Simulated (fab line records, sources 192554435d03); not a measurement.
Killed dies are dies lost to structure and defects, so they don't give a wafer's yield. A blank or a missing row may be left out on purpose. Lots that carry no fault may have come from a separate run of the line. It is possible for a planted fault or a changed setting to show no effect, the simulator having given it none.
Chamber matching	flow n5_finfet	uv_cure-02 running N5_BEOL_M7_CURE_74: 3 sister chambers
The step cures SiCOH lowk, time 240 s. 3 wafers are shown with their chamber, then 7 later ones without.

WAFERS PAIRED WITH THEIR CHAMBERS
wafer	chamber	wafer_temp_C_max
L077.6	2	386.7
L083.6	1	387.6
L089.4	0	387.4

WAFERS WHOSE CHAMBER IS MISSING
wafer	wafer_temp_C_max
L089.5	387.2
L092.2	386.5
L092.4	386.2
L092.6	386.4
L096.2	386.6
L096.3	387.3
L096.6	386.4

CHAMBER TAKEN BY EACH
wafer	from the rows above	in truth
L089.5	can't be placed: 0 or 1 or 2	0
L092.2	2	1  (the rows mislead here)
L092.4	2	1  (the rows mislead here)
L092.6	2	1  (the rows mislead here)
L096.2	2	2
L096.3	can't be placed: 0 or 1 or 2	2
L096.6	2	2
Placed correctly: 2 of 7. Cannot be placed on the basis of these rows: 2; the candidates contain the true chamber in 2. Number placed wrongly: 3.
How it was worked out, from the rows above alone: a wafer's distance from a chamber is the root of the sum, over the readings, of the square of ((its reading less the chamber's mean) divided by the reading's scatter). The wafer belongs to the nearest chamber; if the next one is less than 2 further off, it can't be placed. For every chamber, the mean is computed from those of its wafers that are shown. The scatter: root of mean squared gap, hidden wafer to nearest shown wafer, with one shown wafer a chamber.
